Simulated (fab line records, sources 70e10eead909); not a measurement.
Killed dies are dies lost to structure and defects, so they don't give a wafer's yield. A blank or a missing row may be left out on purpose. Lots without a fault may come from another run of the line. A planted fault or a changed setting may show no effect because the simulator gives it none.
fab line records | flow nand_harc
record lots=5 wafers=15 last_day=34
route steps=1302 shown P_ZERO_WELL@44 END@1302
lots that met no fault: from a run of the same line without faults
start_h: hours from the record's first day to the start of the lot's first wafer shown | wait_h: hours since the lot's step before | " the same as in the row above | L1.1+2: a row that stands for several wafers | - no value, or no start given | * or withheld: withheld | < > ~ a bound
route shown NAME@n: a module of which the file shows steps, and the number in the route of the first | usual: mean/standard deviation of fault-free wafers | same: alike in all rows | chamber/n: place in a boat | sites: the reading at each site | _std_site: their standard deviation | _edge_site: outer sites' mean less inner sites' | radius_mm: how far each site lies from the wafer's centre | mask NAME#n: copy n | behind: the tool/chamber that last shaped the wafer | hold: why the lot was held/for how many hours/how that ended | device: the transistor (n, p or np) that didn't switch | end of line: the same wafers' tests at the end of the route | a step without rows: its recipe alone | killed: dies lost to structure and defects at the first sort, not the wafer's yield | map: a wafer's dies, x killed, . not, _ none there
set.NAME: the setting as run; set.NAME@STEP: as run at that earlier step | model.NAME: the simulator's own value behind a step, which no gauge read
lots at some steps of the route; a table a step, a row a wafer
services: from which hour (start_h, from the record's first day; less than 0 if before it) a tool's chamber was out of use, for how many hours, and why
## steps
# step NHARC_P_ZERO_WELL_CD_MEAS_37
# recipe target_cd_nm=720 landing_energy_ev=500
# usual cd_nm=719.8/1.4
# columns lot.wafer tool chamber start_h wait_h cd_nm
L815.1 cd_sem-01 0 94.49 - 719.2
L815.3 " 0 " " 719.9
L815.4 " 0 " " 718.3
L816.3 cd_sem-01 0 104.20 - 722.3
L816.5 " 0 " " 720.8
L816.6 " 0 " " 723.7
L825.1 cd_sem-01 0 194.26 - 719.4
L825.2 " 0 " " 720.1
L825.5 " 0 " " 720.3
L827.1 cd_sem-02 0 214.08 - 719.8
L827.2 " 0 " " 720.9
L827.4 " 0 " " 720.6
L829.3 cd_sem-03 0 234.54 - 720.3
L829.4 " 0 " " 719.6
L829.6 " 0 " " 718.7
# step NHARC_P_ZERO_WELL_HARDBAKE_38
# recipe temp_c=125 time_s=80
# step NHARC_P_ZERO_WELL_DESCUM_39
# recipe time_s=3 o2_flow_sccm=200 ar_flow_sccm=0 bias_power_w=0 chemistry=O2
# usual drypump_motor_current_A=5.7/0.51 mfc_ar_sccm=0.005/0.0088 oes_product_au=1.001/0.0073 rf_vpp_V=57.7/0.97 showerhead_plenum_p_Torr=1.90/0.074 throttle_valve_pct=11.312/0.0098
# columns lot.wafer tool chamber start_h wait_h drypump_motor_current_A mfc_ar_sccm oes_product_au rf_hours_counter_h rf_vpp_V showerhead_plenum_p_Torr throttle_valve_pct
L815.3 rie_diel-07 1 94.65 - 5.7 0 1.006 47 58.0 1.90 11.305
L815.1 " 2 " " 5.9 0.025 0.995 46 57.6 1.93 11.310
L815.4 " 3 " " 6.1 0 1.006 50 57.0 1.87 11.315
L816.3 rie_diel-10 0 104.38 - 6.3 0.016 1.004 10 60.7 1.95 11.320
L816.5 " 2 " " 5.9 0 1.004 - 56.6 1.82 11.299
L816.6 " 3 " " 5.6 0 1.008 - 57.6 1.86 11.311
L825.2 rie_diel-07 1 194.42 - 5.7 0 0.981 19 58.1 1.89 11.325
L825.1 " 3 " " 6.1 0 1.002 21 56.0 1.87 11.313
L825.5 " 2 " " 5.9 0.025 0.985 - 58.6 1.92 11.318
L827.2 rie_diel-04 0 214.25 - 4.6 0 0.996 6 59.4 2.07 11.310
L827.4 " 1 " " 4.9 0 1.003 6 57.2 1.81 11.306
L827.1 " 2 " " 5.7 0 1.001 4 58.2 1.89 11.295
L829.4 rie_diel-10 1 234.70 - 5.2 0.014 1.004 51 57.0 1.86 11.314
L829.3 " 3 " " 5.5 0 0.996 47 57.4 1.85 11.289
L829.6 " 1 " " 5.1 0.014 1.001 - 58.6 1.86 11.306
# step NHARC_P_ZERO_WELL_IMPLANT_40
# recipe energy_kev=300 dose_cm2=1e+13 tilt_deg=7
# step NHARC_P_ZERO_WELL_IMPLANT_59
# recipe energy_kev=120 dose_cm2=5e+12 tilt_deg=7
# step NHARC_P_ZERO_WELL_IMPLANT_60
# recipe energy_kev=30 dose_cm2=2e+12 tilt_deg=7
# step NHARC_P_ZERO_WELL_STRIP_41
# recipe time_s=840 temp_c=130 chemistry=SPM
# step NHARC_P_ZERO_WELL_DEHYDRATE_44
# recipe temp_c=150 time_s=120
# step NHARC_P_ZERO_WELL_HMDS_45
# recipe time_s=30
# step NHARC_P_ZERO_WELL_COAT_46
# recipe spin_rpm=withheld
# step NHARC_P_ZERO_WELL_SOFTBAKE_47
# recipe temp_c=122 time_s=95
# step NHARC_P_ZERO_WELL_EBR_48
# step NHARC_P_ZERO_WELL_EXPOSE_49
# recipe na=0.6 target_cd_nm=2000 dose_mj=22.64 mask_id=P_HVPW
# usual stage_vel_mm_s=499.98/0.24
# columns lot.wafer tool chamber start_h wait_h mask stage_vel_mm_s
L815.1 krf_scanner-01 0 95.97 - P_HVPW#0 500.14
L815.3 " 0 " " P_HVPW#0 499.86
L815.4 " 0 " " P_HVPW#0 500.30
L816.3 krf_scanner-01 0 105.57 - P_HVPW_R1#0 499.61
L816.5 " 0 " " P_HVPW_R1#0 499.54
L816.6 " 0 " " P_HVPW_R1#0 499.81
L825.1 krf_scanner-04 0 195.73 - P_HVPW#0 499.76
L825.2 " 0 " " P_HVPW#0 499.61
L825.5 " 0 " " P_HVPW#0 499.50
L827.1 krf_scanner-04 0 215.56 - P_HVPW#0 500.00
L827.2 " 0 " " P_HVPW#0 500.02
L827.4 " 0 " " P_HVPW#0 500.23
L829.3 krf_scanner-02 0 236.04 - P_HVPW#0 500.28
L829.4 " 0 " " P_HVPW#0 500.19
L829.6 " 0 " " P_HVPW#0 499.96
# step NHARC_P_ZERO_WELL_PEB_50
# recipe peb_temp_c=118 peb_time_s=85
# step NHARC_P_ZERO_WELL_DEVELOP_51
# recipe time_s=70
# step NHARC_P_ZERO_WELL_CD_MEAS_52
# recipe target_cd_nm=2000 landing_energy_ev=500
# usual cd_nm=2000.2/1.5
# columns lot.wafer tool chamber start_h wait_h cd_nm
L815.1 cd_sem-03 0 96.13 - 2001.8
L815.3 " 0 " " 1999.6
L815.4 " 0 " " 1998.4
L816.3 cd_sem-03 0 105.72 - 1452.2
L816.5 " 0 " " 1453.9
L816.6 " 0 " " 1454.3
L825.1 cd_sem-02 0 195.89 - 2001.7
L825.2 " 0 " " 2000.2
L825.5 " 0 " " 2002.1
L827.1 cd_sem-03 0 215.71 - 1999.8
L827.2 " 0 " " 1999.1
L827.4 " 0 " " 1998.5
L829.3 cd_sem-03 0 236.20 - 1998.6
L829.4 " 0 " " 1997.6
L829.6 " 0 " " 1996.4
# step NHARC_P_ZERO_WELL_HARDBAKE_53
# recipe temp_c=125 time_s=80
# step NHARC_P_ZERO_WELL_DESCUM_54
# recipe time_s=3 o2_flow_sccm=200 ar_flow_sccm=0 bias_power_w=0 chemistry=O2
# usual drypump_motor_current_A=5.7/0.52 mfc_ar_sccm=0.004/0.0081 oes_product_au=1.002/0.0075 rf_vpp_V=57.6/0.91 showerhead_plenum_p_Torr=1.90/0.076 throttle_valve_pct=11.310/0.0089
# columns lot.wafer tool chamber start_h wait_h drypump_motor_current_A mfc_ar_sccm oes_product_au rf_hours_counter_h rf_vpp_V showerhead_plenum_p_Torr throttle_valve_pct model.P_ZERO_WELL.cd_nm
L815.1 rie_diel-07 0 96.30 - 6.5 0 0.988 51 57.6 2.06 11.302 2002
L815.4 " 1 " " 5.7 0 0.989 47 57.1 1.90 11.323 1999
L815.3 " 2 " " 5.9 0.025 0.992 46 57.4 1.92 11.301 2000
L816.3 rie_diel-10 0 105.91 - 6.3 0.016 0.992 10 58.0 1.95 11.295 1452
L816.6 " 1 " " 5.2 0.014 0.990 - 58.6 1.87 11.310 1454
L816.5 " 0 " " 6.3 0.016 1.000 - 58.7 1.95 11.308 1454
L825.2 rie_diel-04 1 196.05 - 4.9 0 1.011 1 58.8 1.81 11.309 2000
L825.1 " 3 " " 6.2 0 1.010 1 57.7 1.98 11.307 2002
L825.5 " 1 " " 4.9 0 1.011 - 56.7 1.81 11.303 2002
L827.1 rie_diel-07 2 215.87 - 5.9 0.025 0.990 25 56.8 1.92 11.309 2000
L827.2 " 3 " " 6.1 0 0.997 26 57.7 1.86 11.292 2000
L827.4 " 0 " " 6.5 0 1.001 26 58.6 2.05 11.315 1999
L829.4 rie_diel-10 3 236.36 - 5.6 0 1.008 48 57.4 1.85 11.323 1998
L829.3 " 1 " " 5.2 0.014 0.989 51 56.9 1.86 11.303 1998
L829.6 " 3 " " 5.5 0 1.004 - 57.2 1.85 11.306 1997
# step NHARC_P_ZERO_WELL_IMPLANT_55
# recipe energy_kev=180 dose_cm2=8e+11 tilt_deg=7
# step NHARC_END_SORT_01
# recipe temp_c=25
# usual killed_at_array=44/16 killed_at_other=0.6/1.1 killed_at_periphery=3.9/2.6 killed_dies=48/16 killed_open=3.1/1.9 killed_short=2.4/1.8
# same gross_dies=677
# columns lot.wafer tool chamber start_h wait_h killed_at_array killed_at_other killed_at_periphery killed_dies killed_open killed_short
L816.3 prober-02 0 625.65 3.1 67 0 609 676 2 4
L816.5 prober-02 0 627.26 3.7 77 1 598 676 3 1
L816.6 prober-02 0 628.07 4.0 54 0 622 676 6 0
# killed by level:class
L816.3 P_ZERO_WELL:area_expose=608 A_CHANNEL_HOLE_D2:chamber_film_flake=25 A_CHANNEL_HOLE_D1:chamber_film_flake=17 A_CONTACT:chamber_film_flake=9 A_STAIRCASE:chamber_film_flake=6 A_SGD_CUT:chamber_film_flake=2 A_ONON_D1:geometric_particle:short=1 A_CHANNEL_FILL_D2:geometric_particle:short=1
L816.5 P_ZERO_WELL:area_expose=596 A_CHANNEL_HOLE_D2:chamber_film_flake=28 A_CHANNEL_HOLE_D1:chamber_film_flake=24 A_CONTACT:chamber_film_flake=9 A_STAIRCASE:chamber_film_flake=5 A_SGD_CUT:chamber_film_flake=2 A_M0:chamber_film_flake=2 A_ONON_D1:geometric_particle:short=1
L816.6 P_ZERO_WELL:area_expose=619 A_CHANNEL_HOLE_D2:chamber_film_flake=16 A_CHANNEL_HOLE_D1:chamber_film_flake=11 A_CONTACT:chamber_film_flake=7 A_STAIRCASE:chamber_film_flake=6 A_M0:chamber_film_flake=5 A_WL_FILL:chamber_film_flake=3 A_CHANNEL_FILL_D1:geometric_particle:open=2
# map L816.3 (x killed, . not)
____________x____________
_________xxxxxxx_________
_______xxxxxxxxxxx_______
______xxxxxxxxxxxxx______
_____xxxxxxxxxxxxxxx_____
____xxxxxxxxxxxxxxxxx____
____xxxxxxxxxxxxxxxxx____
___xxxxxxxxxxxxxxxxxxx___
___xxxxxxxxxxxxxxxxxxx___
__xxxxxxxxxxxxxxxxxxxxx__
__xxxxxxxxxxxxxxxxxxxxx__
_xxxxxxxxxxxxxxxxxxxxxxx_
_xxxxxxxxxxxxxxxxxxxxxxx_
_xxxxxxxxxxxxxxxxxxxxxxx_
_xxxxxxxxxxxxxxxxxxxxxxx_
_xxxxxxxxxxxxxxxxxxxxxxx_
xxxxxxxxxxxx.xxxxxxxxxxxx
xxxxxxxxxxxxxxxxxxxxxxxxx
xxxxxxxxxxxxxxxxxxxxxxxxx
xxxxxxxxxxxxxxxxxxxxxxxxx
xxxxxxxxxxxxxxxxxxxxxxxxx
_xxxxxxxxxxxxxxxxxxxxxxx_
_xxxxxxxxxxxxxxxxxxxxxxx_
_xxxxxxxxxxxxxxxxxxxxxxx_
_xxxxxxxxxxxxxxxxxxxxxxx_
_xxxxxxxxxxxxxxxxxxxxxxx_
__xxxxxxxxxxxxxxxxxxxxx__
__xxxxxxxxxxxxxxxxxxxxx__
___xxxxxxxxxxxxxxxxxxx___
___xxxxxxxxxxxxxxxxxxx___
____xxxxxxxxxxxxxxxxx____
____xxxxxxxxxxxxxxxxx____
_____xxxxxxxxxxxxxxx_____
______xxxxxxxxxxxxx______
_______xxxxxxxxxxx_______
_________xxxxxxx_________
____________x____________
# map L815.4 (x killed, . not)
____________.____________
_________......._________
_______..........._______
______.............______
_____..............._____
____...............x.____
____...x.............____
___..............x...x___
___x.x............x.x.___
__...................xx__
__..................xxx__
_....................xxx_
_...x....x...x..x...xxxx_
_x.....................x_
_.............x......x.._
_.............x...x...x._
.x....................x..
..............x..........
.........................
......................x..
.............x...........
_......................._
_......................._
_......................._
_........x.........x...._
_......................x_
__.......x.............__
__.....................__
___...................___
___...................___
____..x.x..x.........____
____.................____
_____.....x.x......._____
______.......x.....______
_______x..xxx....._______
_________x.x...._________
____________x____________
## services
# columns tool chamber start_h hours kind
rie_diel-07 0 74.28 - clean
rie_diel-07 1 74.28 - clean
rie_diel-07 2 74.28 - clean
rie_diel-07 3 74.28 - clean
rie_diel-10 0 74.56 - clean
rie_diel-10 1 74.56 - clean
rie_diel-10 2 74.56 - clean
rie_diel-10 - 79.02 0.8 repair
krf_scanner-02 - 94.01 4.0 pm
rie_diel-10 3 105.62 4.3 repair
rie_diel-04 2 107.88 25.7 repair
rie_diel-07 - 117.20 9.0 pm
rie_diel-04 0 117.31 4.8 repair
rie_diel-10 2 117.65 6.5 repair
krf_scanner-01 - 140.00 4.0 pm
rie_diel-07 1 141.65 5.9 repair
krf_scanner-04 - 166.34 3.5 repair
rie_diel-04 1 172.07 3.7 repair
rie_diel-04 - 178.41 9.0 pm
krf_scanner-04 - 182.00 4.0 pm
krf_scanner-04 - 188.44 0.6 repair
krf_scanner-02 - 191.97 1.3 repair
rie_diel-04 2 220.75 1.3 repair
rie_diel-04 0 233.12 2.8 repair
## key
first_sign step=NHARC_P_ZERO_WELL_EXPOSE_49 reading=mask direction=changed
effect step=NHARC_P_ZERO_WELL_CD_MEAS_52 reading=cd_nm direction=down sigmas=99+ usual=2000.2 struck=1453.5
effect step=NHARC_END_SORT_01 reading=killed_at_periphery direction=up sigmas=99+ usual=3.9 struck=609.7
model_effect step=NHARC_P_ZERO_WELL_DESCUM_54 value=P_ZERO_WELL.cd_nm without=2000 struck=1453
more_kills_born_at NHARC_P_ZERO_WELL_EXPOSE_49@krf_scanner-01=1823
met_at NHARC_P_ZERO_WELL_EXPOSE_49
struck_wafers L816.3,L816.5,L816.6
later_rows_left_out L816.3,L816.5,L816.6
tester_left_out L816
onset_between 95.97 105.57
fault kind=wrong_mask tool=any chamber=- onset_h=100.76 steps=NHARC_P_ZERO_WELL_EXPOSE_49 aux_copy=P_HVPW_R1#0 cd_offset_nm=-546.82 scope=struck_lots_only
# tester_left_out: of these lots the tester's yield and bins aren't shown, on N5 and GAA mostly nor the transistor test; their killed dies are dies lost to structure and defects alone, not to doping, threshold or leakage, so they don't give the yield
# later_rows_left_out: the simulator's readings of these wafers behind a module that went badly wrong aren't trusted and aren't shown, but for the sort
